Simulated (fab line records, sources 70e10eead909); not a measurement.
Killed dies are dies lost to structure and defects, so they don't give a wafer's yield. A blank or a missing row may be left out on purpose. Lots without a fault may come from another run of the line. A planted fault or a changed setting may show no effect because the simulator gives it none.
Chamber matching | flow nand_harc | NHARC_A_M1_DESCUM_14 on rie_diel-05: 4 sister chambers
The step chemistry O2, time 3 s. 33 wafers are shown with their chamber, then 12 later ones without.

WAFERS WITH THEIR CHAMBER
wafer  | chamber | showerhead_plenum_p_Torr (Torr) | drypump_motor_current_A (A) | oes_product_au (a.u.)
L076.3 | 0       | 1.99                            | 5.64                        | 1.025
L076.4 | 3       | 1.88                            | 5.34                        | 1.010
L076.6 | 1       | 1.98                            | 5.80                        | 0.991
L081.1 | 3       | 1.88                            | 5.33                        | 1.008
L081.2 | 0       | 1.99                            | 5.65                        | 1.015
L081.3 | 1       | 1.97                            | 5.83                        | 0.978
L081.4 | 2       | 2.02                            | 5.89                        | 0.992
L081.5 | 2       | 2.02                            | 5.86                        | 0.991
L081.6 | 3       | 1.88                            | 5.36                        | 0.998
L077.4 | 2       | 2.01                            | 5.86                        | 1.001
L077.5 | 2       | 2.02                            | 5.87                        | 1.013
L077.6 | 1       | 1.97                            | 5.78                        | 0.980
L080.3 | 0       | 1.99                            | 5.67                        | 1.022
L080.4 | 2       | 2.02                            | 5.86                        | 1.001
L080.5 | 2       | 2.02                            | 5.86                        | 1.001
L082.1 | 3       | 1.88                            | 5.34                        | 1.011
L082.3 | 1       | 1.97                            | 5.81                        | 0.983
L082.5 | 0       | 1.99                            | 5.64                        | 1.013
L085.3 | 2       | 2.01                            | 5.91                        | 0.991
L085.5 | 3       | 1.88                            | 5.34                        | 0.992
L085.6 | 0       | 1.99                            | 5.65                        | 1.011
L088.1 | 2       | 2.02                            | 5.88                        | 0.984
L088.3 | 0       | 1.99                            | 5.66                        | 1.035
L088.6 | 0       | 1.99                            | 5.66                        | 1.022
L087.1 | 0       | 1.99                            | 5.67                        | 1.016
L087.5 | 2       | 2.01                            | 5.87                        | 1.002
L087.6 | 1       | 1.97                            | 5.78                        | 1.005
L089.2 | 1       | 1.97                            | 5.84                        | 0.993
L089.3 | 3       | 1.88                            | 5.34                        | 0.992
L089.5 | 1       | 1.97                            | 5.84                        | 0.995
L086.2 | 2       | 2.01                            | 5.90                        | 0.992
L086.4 | 0       | 1.99                            | 5.63                        | 1.026
L086.6 | 2       | 2.01                            | 5.90                        | 1.000

SIGNATURES (means of the wafers above)
reading                  | chamber 0 | chamber 1 | chamber 2 | chamber 3 | scatter within a chamber
showerhead_plenum_p_Torr | 1.9900    | 1.9714    | 2.0155    | 1.8800    | 0.00352
drypump_motor_current_A  | 5.6522    | 5.8114    | 5.8782    | 5.3417    | 0.0183
oes_product_au           | 1.02056   | 0.98929   | 0.99709   | 1.00183   | 0.00838
Rule: a wafer's distance from a chamber is the root of the sum, over the readings, of the square of ((its reading less the chamber's mean) divided by the reading's scatter). The wafer belongs to the nearest chamber; if the next one is less than 2 further off, it can't be placed. The scatter: the root of (the sum of the squares of (reading less its chamber's mean) over the shown wafers, divided by (wafers less chambers)).

WAFERS WITHOUT THEIR CHAMBER
wafer  | showerhead_plenum_p_Torr (Torr) | drypump_motor_current_A (A) | oes_product_au (a.u.)
L090.2 | 1.88                            | 5.36                        | 0.988
L090.3 | 2.01                            | 5.84                        | 0.987
L090.4 | 1.97                            | 5.81                        | 0.987
L092.1 | 2.01                            | 5.88                        | 0.995
L092.2 | 1.88                            | 5.33                        | 1.006
L092.5 | 1.88                            | 5.35                        | 1.007
L094.3 | 1.88                            | 5.38                        | 0.999
L094.4 | 2.01                            | 5.84                        | 0.987
L094.6 | 1.99                            | 5.65                        | 1.026
L095.3 | 1.88                            | 5.37                        | 1.000
L095.5 | 2.01                            | 5.87                        | 0.988
L095.6 | 1.97                            | 5.80                        | 0.994

WHICH CHAMBER EACH WENT THROUGH
wafer  | from the rows above | in truth
L090.2 | 3                   | 3
L090.3 | 2                   | 2
L090.4 | 1                   | 1
L092.1 | 2                   | 2
L092.2 | 3                   | 3
L092.5 | 3                   | 3
L094.3 | 3                   | 3
L094.4 | 2                   | 2
L094.6 | 0                   | 0
L095.3 | 3                   | 3
L095.5 | 2                   | 2
L095.6 | 1                   | 1
Placed correctly: 12 of 12. Can't be placed from these rows: 0. Placed wrongly: 0.
